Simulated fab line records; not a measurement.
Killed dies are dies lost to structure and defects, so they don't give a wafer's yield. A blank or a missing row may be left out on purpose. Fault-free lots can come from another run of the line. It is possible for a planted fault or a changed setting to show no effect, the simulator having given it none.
Matching of chambers ; flow nand-harc ; NHARC_P_GATE_DESCUM_31 on rie-diel-07 has 4 sister chambers
The step chemistry O2, time 3 s. 18 wafers are shown with their chamber, then 9 later ones without.

WAFERS WITH THEIR CHAMBER
wafer;chamber;drypump-motor-current-A (A);rf-vpp-V (V);oes-product-au (a.u.)
L074.1;2;5.7;57.7;1.004
L074.3;1;5.6;56.7;1.001
L074.5;1;5.6;57.9;1.004
L075.3;3;5.5;57.8;1.006
L075.4;1;5.7;57.9;1.003
L075.5;3;5.5;59.2;1.010
L077.2;2;5.7;56.9;0.998
L077.4;3;5.5;57.5;1.010
L077.5;3;5.5;57.2;0.996
L080.4;0;6.6;59.4;1.007
L080.5;1;5.6;57.7;0.996
L080.6;2;5.7;57.7;1.007
L082.1;3;5.5;57.2;1.015
L082.4;0;6.6;59.1;1.006
L082.5;2;5.7;57.2;1.009
L084.1;3;5.5;59.2;1.012
L084.3;0;6.6;58.4;1.012
L084.5;1;5.6;58.7;1.002

SIGNATURES (means of the wafers above)
reading;chamber 0;chamber 1;chamber 2;chamber 3;scatter within a chamber
drypump-motor-current-A;6.600;5.620;5.700;5.500;0.0239
rf-vpp-V;58.967;57.780;57.375;58.017;0.731
oes-product-au;1.00833;1.00120;1.00450;1.00817;0.00499
Rule: a wafer lies at a distance from a chamber equal to the root of the sum of squares, over the readings, of (its reading less the chamber's mean, divided by the reading's scatter). If the next closest chamber is less than 2 further off than the closest, the wafer can't be placed; otherwise it belongs to the closest. The scatter is the square root of a quotient: the sum, over the shown wafers, of each reading's squared deviation from its chamber's mean, divided by wafers minus chambers.

WAFERS WHOSE CHAMBER IS MISSING
wafer;drypump-motor-current-A (A);rf-vpp-V (V);oes-product-au (a.u.)
L086.1;6.6;57.0;0.998
L086.3;5.6;56.6;1.001
L086.6;5.7;56.9;1.005
L087.3;5.7;57.3;1.001
L087.4;6.7;58.6;1.005
L087.6;5.5;57.5;1.009
L091.1;6.6;58.5;1.007
L091.3;5.7;56.0;1.007
L091.4;5.5;56.3;1.014

WHICH CHAMBER EACH WENT THROUGH
wafer;from the rows above;in truth
L086.1;0;0
L086.3;1;1
L086.6;2;2
L087.3;2;2
L087.4;0;0
L087.6;3;3
L091.1;0;0
L091.3;2;2
L091.4;3;3
Placed correctly: 9 of 9. Can't be placed from these rows: 0. 0 placed wrongly.
